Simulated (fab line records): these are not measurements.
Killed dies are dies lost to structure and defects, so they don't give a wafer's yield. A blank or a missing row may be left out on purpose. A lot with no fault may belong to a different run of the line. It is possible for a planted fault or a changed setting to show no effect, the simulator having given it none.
Which of the tools did it? + flow nand harc + Sampling: 12 lots, 35 wafers, 5 of 1159 route steps

## WHAT THE GAUGES SHOWED, per wafer
NHARC_END_SORT_01.
| lot  | measured     | on        | killed at array | killed at other | killed at periphery | killed dies | killed open | killed short |
|------|--------------|-----------|-----------------|-----------------|---------------------|-------------|-------------|--------------|
| L864 | day 24 11:29 | prober-02 | 11 15 310       | 0 2 1           | 7 4 10              | 18 21 321   | 3 4 4       | 2 1 1        |
| L866 | day 24 05:25 | prober-01 | 20 235 348      | 0 1 0           | 4 4 5               | 24 240 353  | 4 4 3       | 1 1 1        |

## WHAT TOOL EACH LOT RAN ON (gives the tool, then ch and the chambers of the sampled wafers, and finally the start)
| lot  | NHARC_A_CHANNEL_FILL_D1_ETCHBACK_08           | NHARC_A_STAIRCASE_DESCUM_168       | NHARC_A_STAIRCASE_TRIM_12          | NHARC_A_STAIRCASE_TRIM_16                     |
|------|-----------------------------------------------|------------------------------------|------------------------------------|-----------------------------------------------|
| L858 | rie diel-02 ch 0,3, day 10 20:55 or earlier   | rie diel-12 ch 0,1,2, day 10 20:55 | rie diel-07 ch 2,3, day 10 22:50   | rie diel-07 ch 0,3, no start                  |
| L862 | rie diel-02 ch 2,3, day 11 16:22 or earlier   | rie diel-07 ch 0,2, day 11 16:22   | rie diel-12 ch 0,1,3, day 11 18:16 | rie diel-12 ch 0,1, no start                  |
| L861 | rie diel-13 ch 1,2,3, day 11 16:13 or earlier | rie diel-11 ch 0,1,3, day 11 16:13 | rie diel-07 ch 0,1,3, day 11 18:28 | rie diel-07 ch 0,2,3, no start                |
| L863 | rie diel-02 ch 0,1,3, day 11 20:44 or earlier | rie diel-11 ch 1,2,3, day 11 20:44 | rie diel-12 ch 0,1,2, day 11 23:05 | rie diel-12 ch 1,2,3, no start                |
| L864 | rie diel-03 ch 0,1, day 12 12:13 or earlier   | rie diel-11 ch 1,2, day 12 12:13   | rie diel-12 ch 0,2, day 12 14:35   | rie diel-12 ch 0,1,2, day 24 11:29 or earlier |
| L866 | rie diel-02 ch 0,1,3, day 12 12:04 or earlier | rie diel-11 ch 0,1,3, day 12 12:04 | rie diel-12 ch 0,1, day 12 14:13   | rie diel-12 ch 2,3, day 24 05:25 or earlier   |
| L867 | rie diel-03 ch 2,3, day 12 23:55 or earlier   | rie diel-12 ch 2,3, day 12 23:55   | rie diel-07 ch 2,3, day 13 01:50   | rie diel-07 ch 0,2, no start                  |
| L865 | rie diel-02 ch 1,2, day 13 00:07 or earlier   | rie diel-12 ch 0,3, day 13 00:07   | rie diel-12 ch 0, day 13 02:11     | rie diel-12 ch 1,2, no start                  |
| L873 | rie diel-03 ch 1,2, day 14 09:13 or earlier   | rie diel-07 ch 0,2,3, day 14 09:13 | rie diel-07 ch 0,2, day 14 11:40   | rie diel-07 ch 0,1, no start                  |
| L879 | rie diel-13 ch 0,2,3, day 15 17:53 or earlier | rie diel-12 ch 0,2,3, day 15 17:53 | rie diel-12 ch 0,1,2, day 15 19:40 | rie diel-12 ch 0,1,3, no start                |
| L877 | rie diel-03 ch 1,2, day 15 21:08 or earlier   | rie diel-12 ch 0,1,2, day 15 21:08 | rie diel-11 ch 0,2,3, day 15 23:09 | rie diel-11 ch 0,2,3, no start                |
| L881 | rie diel-03 ch 0,2,3, day 17 03:24 or earlier | rie diel-07 ch 0,1,2, day 17 03:24 | rie diel-07 ch 0,1, day 17 05:15   | rie diel-07 ch 0,1,2, no start                |
- NHARC_A_CHANNEL_FILL_D1_ETCHBACK_08: etches the open film in C4F8, target depth 220 nm, time 110 s.
- NHARC_A_STAIRCASE_DESCUM_168: chemistry O2, time 3 s.
- NHARC_A_STAIRCASE_TRIM_12: chemistry O2, time 211.2 s.
- NHARC_A_STAIRCASE_TRIM_16: chemistry O2, time 211.2 s.

## AS READ BY THE TOOLS THEMSELVES (means over the sampled wafers that have a number; for cases with no such wafer, the mark the record gives instead)
NHARC_A_CHANNEL_FILL_D1_ETCHBACK_08.
| lot  | tool        | oes product au (a.u.) | rf fwd power W (W) | rf vpp V (V) |
|------|-------------|-----------------------|--------------------|--------------|
| L858 | rie diel-02 | 1.01                  | 595.9              | 440.4        |
| L862 | rie diel-02 | 0.91                  | 597.0              | 437.3        |
| L861 | rie diel-13 | 0.92                  | 598.0              | 441.2        |
| L863 | rie diel-02 | 1.01                  | 596.2              | 439.5        |
| L864 | rie diel-03 | 0.94                  | 593.1              | 442.3        |
| L866 | rie diel-02 | 0.92                  | 596.5              | 439.7        |
| L867 | rie diel-03 | 0.97                  | 595.3              | 437.9        |
| L865 | rie diel-02 | 0.99                  | 596.5              | 440.1        |
| L873 | rie diel-03 | 1.00                  | 598.5              | 439.4        |
| L879 | rie diel-13 | 1.01                  | 596.5              | 440.8        |
| L877 | rie diel-03 | 0.92                  | 594.8              | 441.6        |
| L881 | rie diel-03 | 0.93                  | 595.7              | 440.3        |

NHARC_A_STAIRCASE_DESCUM_168.
| lot  | tool        | drypump motor current A (A) | oes product au (a.u.) | rf vpp V (V) | showerhead plenum p Torr (Torr) | throttle valve pct (%) |
|------|-------------|-----------------------------|-----------------------|--------------|---------------------------------|------------------------|
| L858 | rie diel-12 | 6.0                         | 1.007                 | 58.1         | 1.97                            | 11.306                 |
| L862 | rie diel-07 | 6.5                         | 0.997                 | 57.3         | 1.90                            | 11.306                 |
| L861 | rie diel-11 | 6.0                         | 1.001                 | 57.9         | 1.97                            | 11.308                 |
| L863 | rie diel-11 | 5.9                         | 1.006                 | 58.0         | 1.92                            | 11.308                 |
| L864 | rie diel-11 | 5.5                         | 0.997                 | 57.9         | 1.93                            | 11.301                 |
| L866 | rie diel-11 | 6.0                         | 0.998                 | 58.1         | 1.97                            | 11.312                 |
| L867 | rie diel-12 | 6.1                         | 1.001                 | 58.8         | 1.99                            | 11.317                 |
| L865 | rie diel-12 | 5.8                         | 1.016                 | 58.0         | 1.94                            | 11.300                 |
| L873 | rie diel-07 | 6.1                         | 0.993                 | 58.4         | 1.96                            | 11.309                 |
| L879 | rie diel-12 | 6.0                         | 0.998                 | 57.4         | 1.95                            | 11.308                 |
| L877 | rie diel-12 | 5.9                         | 0.998                 | 58.3         | 1.96                            | 11.312                 |
| L881 | rie diel-07 | 5.8                         | 1.011                 | 58.0         | 1.89                            | 11.317                 |

NHARC_A_STAIRCASE_TRIM_12.
| lot  | tool        | drypump motor current A (A) | oes product au (a.u.) | rf vpp V (V) | run length s (s) | showerhead plenum p Torr (Torr) | throttle valve pct (%) |
|------|-------------|-----------------------------|-----------------------|--------------|------------------|---------------------------------|------------------------|
| L858 | rie diel-07 | 5.7                         | 1.009                 | 58.8         | 231.9            | 3.75                            | 17.040                 |
| L862 | rie diel-12 | 5.9                         | 1.016                 | 58.0         | 232.5            | 3.59                            | 17.044                 |
| L861 | rie diel-07 | 5.7                         | 1.004                 | 57.5         | 231.8            | 3.54                            | 17.035                 |
| L863 | rie diel-12 | 6.0                         | 1.012                 | 58.2         | 232.5            | 3.62                            | 17.031                 |
| L864 | rie diel-12 | 6.1                         | 1.003                 | 58.3         | 256.8            | 3.64                            | 17.026                 |
| L866 | rie diel-12 | 5.8                         | 1.002                 | 58.1         | 282.2            | 3.59                            | 17.041                 |
| L867 | rie diel-07 | 5.7                         | 1.004                 | 58.0         | 231.9            | 3.74                            | 17.047                 |
| L865 | rie diel-12 | 5.7                         | 1.012                 | 56.8         | 270.0            | 3.50                            | 17.032                 |
| L873 | rie diel-07 | 6.2                         | 0.996                 | 58.0         | 232.1            | 3.59                            | 17.043                 |
| L879 | rie diel-12 | 5.9                         | 1.009                 | 58.5         | 232.5            | 3.60                            | 17.036                 |
| L877 | rie diel-11 | 6.0                         | 1.003                 | 58.2         | 232.1            | 3.48                            | 17.028                 |
| L881 | rie diel-07 | 6.0                         | 1.004                 | 57.2         | 231.8            | 3.40                            | 17.047                 |

NHARC_A_STAIRCASE_TRIM_16.
| lot  | tool        | drypump motor current A (A) | oes product au (a.u.) | rf vpp V (V) | run length s (s) | showerhead plenum p Torr (Torr) | throttle valve pct (%) |
|------|-------------|-----------------------------|-----------------------|--------------|------------------|---------------------------------|------------------------|
| L858 | rie diel-07 | 6.3                         | 0.997                 | 56.7         | 231.8            | 3.54                            | 17.033                 |
| L862 | rie diel-12 | 5.8                         | 1.011                 | 57.6         | 232.8            | 3.55                            | 17.041                 |
| L861 | rie diel-07 | 6.1                         | 1.005                 | 57.9         | 231.8            | 3.63                            | 17.046                 |
| L863 | rie diel-12 | 6.1                         | 0.998                 | 58.7         | 232.2            | 3.66                            | 17.030                 |
| L864 | rie diel-12 | 5.9                         | 1.008                 | 57.4         | 232.4            | 3.61                            | 17.036                 |
| L866 | rie diel-12 | 6.1                         | 1.005                 | 58.8         | 232.1            | 3.65                            | 17.034                 |
| L867 | rie diel-07 | 6.2                         | 0.995                 | 58.1         | 231.9            | 3.60                            | 17.033                 |
| L865 | rie diel-12 | 6.1                         | 0.998                 | 57.2         | 232.4            | 3.67                            | 17.047                 |
| L873 | rie diel-07 | 5.4                         | 1.002                 | 57.7         | 231.8            | 3.42                            | 17.040                 |
| L879 | rie diel-12 | 5.9                         | 1.005                 | 58.7         | 232.4            | 3.57                            | 17.042                 |
| L877 | rie diel-11 | 6.0                         | 1.005                 | 57.5         | 232.1            | 3.48                            | 17.032                 |
| L881 | rie diel-07 | 5.8                         | 1.010                 | 58.0         | 231.8            | 3.49                            | 17.036                 |

## THE ANSWER, worked out from the rows above alone
Rule: what is usual is taken from the lots themselves. The widest of any qualifying gaps counts: lots, ordered by their means at a reading, are off when they make up no more than a third of the lots, leave a main group of 4 or more, and stand apart from it by 3 or more times the standard deviation of that group's means. If all means in a main group match to the digits the tables above print for the reading, that group is not used. A lot without any number at a reading at which 4 lots or more have one is off too. All remaining lots with rows at the step are treated as sound. First the gauges in route order, then the tools' own readings, where a lot's mean is used as printed above. The first step at which some lot is off is used, and at that step the reading that is off furthest; a lot without a number counts as furthest.
Off: L864, L866, L865 (NHARC_A_STAIRCASE_TRIM_12, run length s). For the main group the mean is 232.1 s and the standard deviation 0.29.
If a tool, at that step or one of the process steps before it, ran each lot that is off and ran no sound lot following the first of them, it fits. With no start given for some of its lots, NHARC_A_CHANNEL_FILL_D1_ETCHBACK_08 uses the hours and lot order of NHARC_A_STAIRCASE_DESCUM_168. None of those tried fits.

## WHAT HAD BEEN PUT IN BY THE SIMULATOR
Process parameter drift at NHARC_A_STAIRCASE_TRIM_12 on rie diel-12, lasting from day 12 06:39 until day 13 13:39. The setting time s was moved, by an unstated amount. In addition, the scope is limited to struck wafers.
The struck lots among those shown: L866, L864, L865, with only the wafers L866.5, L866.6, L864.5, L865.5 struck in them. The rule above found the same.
